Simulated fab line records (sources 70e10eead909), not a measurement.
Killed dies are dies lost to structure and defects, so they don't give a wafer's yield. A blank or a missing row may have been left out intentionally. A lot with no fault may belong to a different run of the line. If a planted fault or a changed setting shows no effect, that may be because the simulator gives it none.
What tool caused it?	flow nand harc	Sampling: 24 lots, 72 wafers, 6 of 1302 route steps

## WHAT THE GAUGES READ, wafer by wafer
NHARC_P_BONDPAD_CD_MEAS_09: the cd target is 500 nm.
lot	measured	on	cd nm (nm)
L074	day 6 12:35	cd sem-01	496.6 497.3 498.2
L075	day 7 02:09	cd sem-02	501.6 500.1 504.7
L076	day 7 05:03	cd sem-02	496.5 499.8 499.4
L077	day 8 00:00	cd sem-02	499.1 501.5 499.0
L078	day 8 03:22	cd sem-03	499.8 501.1 498.8
L079	day 8 14:09	cd sem-02	500.2 501.0 500.5
L080	day 9 02:10	cd sem-03	499.6 500.3 500.5
L081	day 9 08:42	cd sem-01	502.4 502.5 499.8
L082	day 10 02:52	cd sem-03	502.4 505.4 503.0
L083	day 10 08:14	cd sem-03	499.8 500.8 499.6
L084	day 10 16:28	cd sem-03	502.3 498.2 498.3
L085	day 11 04:56	cd sem-02	501.2 499.7 499.3
L086	day 11 15:35	cd sem-02	503.6 499.0 500.9
L087	day 12 00:51	cd sem-03	499.3 501.8 500.8
L088	day 12 21:34	cd sem-03	499.8 498.6 497.9
L089	day 13 00:26	cd sem-01	502.8 498.6 500.8
L090	day 13 07:34	cd sem-01	500.7 500.2 503.0
L091	day 13 16:13	cd sem-02	505.0 503.7 505.6
L092	day 14 04:27	cd sem-02	495.0 499.2 498.6
L093	day 14 18:35	cd sem-02	497.4 496.8 497.2
L094	day 15 05:03	cd sem-02	500.6 501.7 502.8
L095	day 16 04:04	cd sem-01	500.0 500.4 501.1
L096	day 16 12:34	cd sem-02	501.6 501.4 504.3
L097	day 16 13:53	cd sem-03	500.6 500.3 499.0

NHARC_P_BONDPAD_THK_MEAS_20: measures by xrf.
lot	measured	on	thk nm (nm)
L074	day 6 15:08	film metro-02	159.8 162.2 160.3
L075	day 7 04:41	film metro-01	158.4 159.2 160.2
L076	day 7 07:37	film metro-02	161.7 161.7 160.2
L077	day 8 02:32	film metro-02	160.2 159.8 160.3
L078	day 8 05:55	film metro-02	161.1 160.1 159.0
L079	day 8 16:43	film metro-02	159.8 163.2 161.8
L080	day 9 04:44	film metro-02	160.0 161.6 157.7
L081	day 9 11:16	film metro-02	160.8 161.3 161.1
L082	day 10 05:25	film metro-02	160.9 162.6 160.9
L083	day 10 10:48	film metro-02	159.4 160.3 161.7
L084	day 10 19:17	film metro-02	162.7 161.3 161.0
L085	day 11 07:32	film metro-01	161.1 162.8 159.3
L086	day 11 18:08	film metro-01	158.4 165.3 160.5
L087	day 12 03:24	film metro-01	159.2 163.0 160.7
L088	day 13 00:09	film metro-02	160.3 158.2 162.2
L089	day 13 03:00	film metro-02	161.0 163.3 162.3
L090	day 13 10:16	film metro-02	159.1 160.7 158.5
L091	day 13 18:47	film metro-02	159.4 160.1 159.5
L092	day 14 07:00	film metro-02	161.1 159.5 160.8
L093	day 14 21:11	film metro-02	158.5 161.7 161.4
L094	day 15 07:43	film metro-02	161.2 160.7 164.4
L095	day 16 06:53	film metro-02	163.7 161.1 162.8
L096	day 16 15:22	film metro-01	159.8 163.3 161.0
L097	day 16 16:51	film metro-01	162.1 160.4 160.5

NHARC_A_ZERO_WELL_CD_MEAS_10: the cd target is 2000 nm.
lot	measured	on	cd nm (nm)
L074	day 6 16:39	cd sem-03	2001.1 1998.7 2001.6
L075	day 7 06:14	cd sem-02	2002.8 2000.6 1997.5
L076	day 7 09:08	cd sem-02	2002.3 1998.5 2001.3
L077	day 8 04:03	cd sem-01	2001.5 1997.8 2001.6
L078	day 8 07:27	cd sem-03	2001.8 2000.5 2000.9
L079	day 8 18:06	cd sem-02	2002.1 1998.0 2000.5
L080	day 9 06:07	cd sem-01	1999.4 2000.6 2000.4
L081	day 9 12:52	cd sem-02	1998.8 2003.8 1999.7
L082	day 10 06:49	cd sem-02	1999.4 2000.9 2002.8
L083	day 10 12:26	cd sem-02	1999.6 1999.3 1998.5
L084	day 10 20:41	cd sem-02	2001.5 2004.4 2001.6
L085	day 11 09:02	cd sem-03	1998.3 1999.4 1998.1
L086	day 11 19:41	cd sem-02	2002.0 2002.7 2001.3
L087	day 12 04:59	cd sem-03	1997.7 2001.8 2000.1
L088	day 13 01:41	cd sem-03	1999.3 1999.1 1998.9
L089	day 13 04:33	cd sem-01	2002.5 1999.8 2002.6
L090	day 13 11:40	cd sem-02	1999.9 1994.9 1997.7
L091	day 13 20:19	cd sem-03	2002.4 2000.2 2002.3
L092	day 14 08:31	cd sem-01	1996.5 2000.2 1998.5
L093	day 14 22:43	cd sem-01	2002.5 2000.9 2003.4
L094	day 15 09:13	cd sem-02	1999.8 2001.7 2000.0
L095	day 16 08:26	cd sem-02	1998.6 2001.1 2000.8
L096	day 16 16:54	cd sem-02	2001.2 2002.5 2003.2
L097	day 16 18:14	cd sem-03	1999.8 1999.3 2001.3

## TOOL THAT RAN EACH LOT (tool first, then ch and the chambers of the sampled wafers, then the start)
lot	NHARC_P_M2_STRIP_18	NHARC_P_M2_DEP_33	NHARC_P_BONDPAD_DEGAS_25
L074	rie diel-05 ch 1,2, day 6 08:46	pecvd-02 ch 0,1,2, day 6 11:10	pvd sputter-01, day 6 13:44
L075	rie diel-01 ch 1,3, day 6 22:09	pecvd-04 ch 0,1,2, day 7 00:35	pvd sputter-01, day 7 03:17
L076	rie diel-01 ch 0,2,3, day 7 01:04	pecvd-02 ch 1,2, day 7 03:27	pvd sputter-03, day 7 06:12
L077	rie diel-05 ch 1,3, day 7 19:46	pecvd-02 ch 0,2, day 7 22:34	pvd sputter-02, day 8 01:08
L078	rie diel-05 ch 0,1,2, day 7 23:23	pecvd-01 ch 1,2, day 8 01:46	pvd sputter-02, day 8 04:32
L079	rie diel-01 ch 0,1,2, day 8 10:19	pecvd-01 ch 0,2, day 8 12:40	pvd sputter-01, day 8 15:18
L080	rie diel-02 ch 0,2,3, day 8 22:20	pecvd-04 ch 0,1,2, day 9 00:39	pvd sputter-02, day 9 03:19
L081	rie diel-01 ch 1,2, day 9 04:50	pecvd-01 ch 0,2, day 9 07:11	pvd sputter-02, day 9 09:52
L082	rie diel-05 ch 1,2,3, day 9 22:58	pecvd-04 ch 1,2, day 10 01:16	pvd sputter-01, day 10 04:02
L083	rie diel-01 ch 1,2,3, day 10 04:18	pecvd-04 ch 0,1,2, day 10 06:43	pvd sputter-02, day 10 09:24
L084	rie diel-01 ch 0,2,3, day 10 12:29	pecvd-04 ch 0,2, day 10 14:54	pvd sputter-02, day 10 17:44
L085	rie diel-02 ch 0,2, day 11 00:59	pecvd-04 ch 1,2, day 11 03:28	pvd sputter-01, day 11 06:08
L086	rie diel-02 ch 1,2,3, day 11 11:46	pecvd-04 ch 0,1,2, day 11 14:11	pvd sputter-01, day 11 16:45
L087	rie diel-05 ch 0,2, day 11 21:01	pecvd-01 ch 1,2, day 11 23:23	pvd sputter-03, day 12 02:01
L088	rie diel-01 ch 0,1,3, day 12 17:44	pecvd-01 ch 0,1,2, day 12 20:03	pvd sputter-01, day 12 22:43
L089	rie diel-02 ch 2,3, day 12 20:34	pecvd-02 ch 0,1,2, day 12 23:00	pvd sputter-01, day 13 01:36
L090	rie diel-05 ch 1,2,3, day 13 03:26	pecvd-04 ch 0,1, day 13 05:56	pvd sputter-03, day 13 08:43
L091	rie diel-05 ch 1,2,3, day 13 12:08	pecvd-02 ch 0,2, day 13 14:34	pvd sputter-02, day 13 17:23
L092	rie diel-05 ch 1,3, day 14 00:30	pecvd-04 ch 0,1, day 14 02:52	pvd sputter-01, day 14 05:37
L093	rie diel-05 ch 1,3, day 14 14:11	pecvd-01 ch 0,1,2, day 14 16:52	pvd sputter-02, day 14 19:47
L094	rie diel-05 ch 0,1,2, day 15 00:54	pecvd-01 ch 0,1,2, day 15 03:16	pvd sputter-01, day 15 06:19
L095	rie diel-01 ch 1,2, day 16 00:04	pecvd-01 ch 0,1,2, day 16 02:34	pvd sputter-03, day 16 05:13
L096	rie diel-01 ch 0,1,2, day 16 08:38	pecvd-01 ch 0,1, day 16 10:56	pvd sputter-02, day 16 13:43
L097	rie diel-05 ch 0,3, day 16 09:52	pecvd-01 ch 0,1, day 16 12:20	pvd sputter-03, day 16 15:02
- NHARC_P_M2_STRIP_18: strips in N2/H2.
- NHARC_P_M2_DEP_33: deposits SiCN, target thk 30 nm.
- NHARC_P_BONDPAD_DEGAS_25: time 60 s.

## AS READ BY THE TOOLS THEMSELVES (means over the sampled wafers that have a number; for cases with no such wafer, the mark the record gives instead)
NHARC_P_M2_STRIP_18.
lot	tool	drypump motor current A (A)	oes product au (a.u.)	rf vpp V (V)	showerhead plenum p Torr (Torr)	throttle valve pct (%)
L074	rie diel-05	5.7	0.990	91.9	2.11	14.167
L075	rie diel-01	5.5	1.006	90.4	1.98	14.173
L076	rie diel-01	5.6	0.999	90.8	2.03	14.179
L077	rie diel-05	6.0	0.989	90.1	2.05	14.179
L078	rie diel-05	5.7	1.002	89.8	2.07	14.158
L079	rie diel-01	5.5	1.004	91.1	2.02	14.172
L080	rie diel-02	5.9	1.004	89.9	1.95	14.172
L081	rie diel-01	5.3	1.010	90.3	2.00	14.173
L082	rie diel-05	5.7	0.990	90.8	2.06	14.171
L083	rie diel-01	5.4	1.006	90.9	2.00	14.160
L084	rie diel-01	5.6	0.999	91.4	2.02	14.173
L085	rie diel-02	5.8	0.993	89.9	1.95	14.161
L086	rie diel-02	6.0	1.009	90.8	1.93	14.173
L087	rie diel-05	5.4	1.005	90.9	2.04	14.173
L088	rie diel-01	5.7	1.016	89.9	2.00	14.175
L089	rie diel-02	6.1	0.992	89.9	1.93	14.176
L090	rie diel-05	5.7	0.998	89.8	2.06	14.172
L091	rie diel-05	5.7	0.998	90.6	2.06	14.171
L092	rie diel-05	5.7	1.011	90.4	2.02	14.168
L093	rie diel-05	6.0	1.004	90.9	2.05	14.165
L094	rie diel-05	5.7	1.004	91.3	2.06	14.168
L095	rie diel-01	5.3	1.003	90.2	2.02	14.173
L096	rie diel-01	5.5	1.004	91.0	2.02	14.168
L097	rie diel-05	5.4	0.988	90.3	1.99	14.180

NHARC_P_M2_DEP_33.
lot	tool	heater power w (W)
L074	pecvd-02	586
L075	pecvd-04	578
L076	pecvd-02	572
L077	pecvd-02	562
L078	pecvd-01	558
L079	pecvd-01	559
L080	pecvd-04	543
L081	pecvd-01	522
L082	pecvd-04	541
L083	pecvd-04	576
L084	pecvd-04	527
L085	pecvd-04	568
L086	pecvd-04	586
L087	pecvd-01	527
L088	pecvd-01	581
L089	pecvd-02	579
L090	pecvd-04	626
L091	pecvd-02	656
L092	pecvd-04	675
L093	pecvd-01	552
L094	pecvd-01	583
L095	pecvd-01	528
L096	pecvd-01	578
L097	pecvd-01	632

NHARC_P_BONDPAD_DEGAS_25.
lot	tool	heater power w (W)
L074	pvd sputter-01	466
L075	pvd sputter-01	498
L076	pvd sputter-03	435
L077	pvd sputter-02	437
L078	pvd sputter-02	505
L079	pvd sputter-01	458
L080	pvd sputter-02	462
L081	pvd sputter-02	460
L082	pvd sputter-01	483
L083	pvd sputter-02	474
L084	pvd sputter-02	511
L085	pvd sputter-01	511
L086	pvd sputter-01	516
L087	pvd sputter-03	407
L088	pvd sputter-01	517
L089	pvd sputter-01	481
L090	pvd sputter-03	446
L091	pvd sputter-02	491
L092	pvd sputter-01	492
L093	pvd sputter-02	414
L094	pvd sputter-01	483
L095	pvd sputter-03	466
L096	pvd sputter-02	500
L097	pvd sputter-03	509

## THE ANSWER, worked out from the rows above alone
Rule: usual is defined by the lots themselves. The widest of any qualifying gaps counts: lots, ordered by their means at a reading, are off when they make up no more than a third of the lots, leave a main group of 4 or more, and stand apart from it by 3 or more times the standard deviation of that group's means. A main group whose means are all the same, to the digits that the tables above print for the reading, isn't used. Also off: a lot with no number at a reading for which 4 or more lots have one. Where the step has rows for the other lots, those lots are counted as sound. Order of review: gauges by route order, followed by the tools' own readings, for which a lot's mean as printed above is used. The first step at which some lot is off is used, and at that step the reading that is off furthest; a lot without a number counts as furthest.
None of the lots is off at any reading shown; this tells nothing.

## WHAT THE SIMULATOR PUT IN
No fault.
